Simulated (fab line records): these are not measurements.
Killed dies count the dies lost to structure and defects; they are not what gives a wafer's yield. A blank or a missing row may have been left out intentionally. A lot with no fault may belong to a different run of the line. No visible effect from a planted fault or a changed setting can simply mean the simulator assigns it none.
Problem report in the 8D (eight disciplines) form, filled by code -- flow nand_harc -- the parts of the form that need people (team, actions taken, sign-off) are left out

1. THE ISSUE
Mean of thk_nm at NHARC_A_ONON_D1_THK_MEAS_21: 880 nm across 2 wafers in 2 lots; on wafers with no fault it is 1000 nm (standard deviation 9.8). Relative to the usual mean, that is a shift of -12 standard deviations.
The step: measures by ellipsometry.
First observed at day 12 18:59: wafer L352.1, on film_metro-01. The record holds 40 wafers of 14 lots with a number at this step. Rule for "out" (also "out of limits"): further than 4 standard deviations from the usual mean. All remaining wafers that have a number are taken as sound.

2. WHAT THIS IS AND IS NOT
question,is,is not
which readings at this step,thk_nm,-
which lots,"L352, L353","L343, L344, L345, L346, L349, L358, L359, L360, L361, L362, L363, L364"
which wafers of those lots,"L352.1, L353.4","L352.6, L353.6"
read on which gauges,"film_metro-01, film_metro-02",-
when,from day 12 18:59,"up to then (16 sound wafers); but 22 sound wafers of L353, L358, L359, L360, L361, L362, L363, L364 came after"

3. WHAT RULES OUT EACH SUSPECT
Counting: if a tool at a process step up to the reading ran every lot that is out, it stays a suspect. Sound lots after the first of them don't rule it out here, since some wafers of a struck lot are sound.
- the gauge at NHARC_A_ONON_D1_THK_MEAS_21: ruled out. Those wafers that are out were read across 2 gauges (film_metro-01, film_metro-02).
- pecvd_onon-04 at NHARC_A_ONON_D1_DEP_19 (target thk 1000 nm): kept. Every lot that is out went through it, the first being L352 (day 12 18:28); the last sound lot it ran before that was L349 (day 11 10:49).
The count leaves pecvd_onon-04 at NHARC_A_ONON_D1_DEP_19.

4. THE CAUSE (what the simulator had put in)
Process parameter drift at NHARC_A_ONON_D1_DEP_19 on pecvd_onon-04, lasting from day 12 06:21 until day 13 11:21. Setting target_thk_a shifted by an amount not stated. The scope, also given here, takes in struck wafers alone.
After counting, this tool was the only one left.

5. SEQUENCE OF EFFECTS, ordered by route
Rows list readings where the struck wafers' mean (over those with a number) sits beyond 3 standard deviations from the usual. Only readings for which the record gives a usual standard deviation are gone through. hours: the time from each lot's start at the first step in this table that gives one to its start at this step, as a median over the lots. sigmas: the change in usual standard deviations.
hours,step,reading,usual,on struck wafers,change,sigmas
0,NHARC_A_ONON_D1_THK_MEAS_21,thk_nm,1000 nm,880,-120,-12
391,NHARC_END_SORT_01,killed_at_array,53,676,+624,+35
391,NHARC_END_SORT_01,killed_dies,58,677,+619,+34

6. WHAT WOULD HAVE CAUGHT IT SOONER
Counted from the fault's start at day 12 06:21, it took 13 hours until the first out-of-limits reading at a measuring or inspecting step in this record, taken at day 12 18:59.
L353, from the lots that are out (2), started NHARC_A_ONON_D1_DEP_19 on pecvd_onon-04 later than day 12 18:59. A hold on the tool at that time would have spared it.
